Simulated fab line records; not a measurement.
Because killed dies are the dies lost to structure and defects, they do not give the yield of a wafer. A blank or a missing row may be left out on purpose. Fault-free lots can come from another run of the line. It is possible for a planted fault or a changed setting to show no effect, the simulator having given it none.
Matching of chambers | flow n5 finfet | N5_MOL_CONTACT_COAG_ETCH_124 on rie diel-01 has 4 sister chambers
The step etches SiNx in CH3F/O2, stops on SiOC, target depth 6.5 nm. 4 wafers are shown with their chamber, then 7 later ones without.

## WAFERS, EACH WITH ITS CHAMBER
wafer  | chamber | drypump motor current A (A)
L090.2 | 0       | 6.2
L090.4 | 2       | 5.6
L091.4 | 1       | 5.7
L091.5 | 3       | 5.4

## WAFERS WITHOUT THEIR CHAMBER
wafer  | drypump motor current A (A)
L091.6 | 5.6
L093.1 | 5.6
L093.2 | 5.8
L093.5 | 5.4
L096.3 | 5.6
L096.5 | 6.2
L096.6 | 5.4

## THE CHAMBER EACH PASSED THROUGH
wafer  | from the rows above | in truth
L091.6 | 2                   | 2
L093.1 | 2                   | 2
L093.2 | 1                   | 1
L093.5 | 3                   | 3
L096.3 | 2                   | 2
L096.5 | 0                   | 0
L096.6 | 3                   | 3
Correctly placed: 7 of 7. Can't be placed from these rows: 0. 0 placed wrongly.
How it was worked out, from the rows above alone: a wafer's distance from a chamber is the root of the sum, over the readings, of the square of ((its reading less the chamber's mean) divided by the reading's scatter). The wafer belongs to the nearest chamber; if the next one is less than 2 further off, it can't be placed. The mean given for a chamber averages the wafers shown for that chamber. The scatter: root of mean squared gap, hidden wafer to nearest shown wafer, with one shown wafer a chamber.
